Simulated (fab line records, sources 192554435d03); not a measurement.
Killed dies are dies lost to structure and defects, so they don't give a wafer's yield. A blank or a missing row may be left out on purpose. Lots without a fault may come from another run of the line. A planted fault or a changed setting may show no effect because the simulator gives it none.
Split-lot experiment | flow n5_finfet | 7 lots, 21 wafers read, on a route of 1938 steps

THE SPLIT
At N5_DUMMY_GATE_COAT_28 (time 60 s, resist thk 10 nm), the setting spin_rpm was moved away from the recipe's 1500 rpm on 10 of the 21 wafers read, by -11.3% to +4.1%. The other wafers ran this setting at the recipe's value.

The reading is taken at the split's own step.

THE READING
underlayer_of_DUMMY_GATE_COAT_28.thk_nm (the simulator's own value, which no gauge read), in nm, at N5_DUMMY_GATE_COAT_28 (time 60 s, resist thk 10 nm). The file gives no usual value for it. The 11 wafers here that ran the recipe average 10.0 nm, standard deviation 0.057 nm.

wafer  | tool, chamber at the split | spin_rpm as run, rpm | against the recipe | underlayer_of_DUMMY_GATE_COAT_28.thk_nm, nm | against lot-mates on the recipe
L075.1 | litho_track-03, 0          | 1500                 | recipe             | 10                                          | -
L075.6 | litho_track-03, 0          | 1500                 | recipe             | 10                                          | -
L075.4 | litho_track-03, 0          | 1414                 | -5.7%              | 10.4                                        | +0.4
L079.1 | litho_track-02, 0          | 1404                 | -6.4%              | 10.4                                        | +0.4
L079.2 | litho_track-02, 0          | 1500                 | recipe             | 10                                          | -
L079.5 | litho_track-02, 0          | 1500                 | recipe             | 10                                          | -
L084.3 | litho_track-04, 0          | 1394                 | -7.1%              | 10.4                                        | +0.2
L084.6 | litho_track-04, 0          | 1394                 | -7.1%              | 10.4                                        | +0.2
L084.4 | litho_track-04, 0          | 1500                 | recipe             | 10.2                                        | -
L085.2 | litho_track-02, 0          | 1439                 | -4.1%              | 10.2                                        | no lot-mate on the recipe
L085.5 | litho_track-02, 0          | 1439                 | -4.1%              | 10.2                                        | no lot-mate on the recipe
L085.6 | litho_track-02, 0          | 1439                 | -4.1%              | 10.2                                        | no lot-mate on the recipe
L086.2 | litho_track-04, 0          | 1500                 | recipe             | 10                                          | -
L086.5 | litho_track-04, 0          | 1500                 | recipe             | 10                                          | -
L086.3 | litho_track-04, 0          | 1562                 | +4.1%              | 9.8                                         | -0.2
L088.2 | litho_track-02, 0          | 1500                 | recipe             | 10                                          | -
L088.3 | litho_track-02, 0          | 1331                 | -11.3%             | 10.6                                        | +0.6
L088.4 | litho_track-02, 0          | 1331                 | -11.3%             | 10.6                                        | +0.6
L090.2 | litho_track-04, 0          | 1500                 | recipe             | 10                                          | -
L090.4 | litho_track-04, 0          | 1500                 | recipe             | 10                                          | -
L090.6 | litho_track-04, 0          | 1500                 | recipe             | 10                                          | -

THE FIT
A straight line over all 21 wafers: underlayer_of_DUMMY_GATE_COAT_28.thk_nm changes by -0.0532 nm for each +1% of spin_rpm; r = -0.98; the points scatter about the line by 0.05 nm.
The same after taking each lot's own level away (the mean of its wafers on the recipe; 18 wafers): -0.0496 nm for each +1%; r = -0.96; scatter 0.066 nm.
On that fit, the largest move of spin_rpm shifts the reading by 0.56 nm.
The lots' own levels span 10.00 to 10.20 nm, that is 3.5 times the standard deviation above.
So the lot-to-lot level changes the slope little: the two slopes agree.
Check: with one of the wafers moved furthest among these (-11.3%) left out of the fit, the line predicts +0.541 nm for it against its lot-mates. It came out at +0.6 nm against them.

OTHER SPLITS ON THESE WAFERS
These wafers also went through other splits before the reading. Each is held against what the fit with the lots' levels taken away leaves over:
other split on the same wafers            | wafers away from the commonest value | r with underlayer_of_DUMMY_GATE_COAT_28.thk_nm (lot level and that fit taken away)
N5_ZERO_LAYER_EXPOSE_08 dose_mj           | 5                                    | +0.01
N5_PMOS_HMC_CHANNEL_EPI_PEB_07 peb_time_s | 4                                    | +0.10
N5_FIN_SAQP_PEB_14 peb_time_s             | 6                                    | +0.30
N5_FIN_SAQP_FIN_ETCH_36 bias_w            | 9                                    | +0.19
N5_DUMMY_GATE_CVD_03 temp_c               | 12                                   | -0.04

THE FILE'S OWN FIT
underlayer_of_DUMMY_GATE_COAT_28.thk_nm changes by -0.0517 nm for each +1% of spin_rpm, r = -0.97.
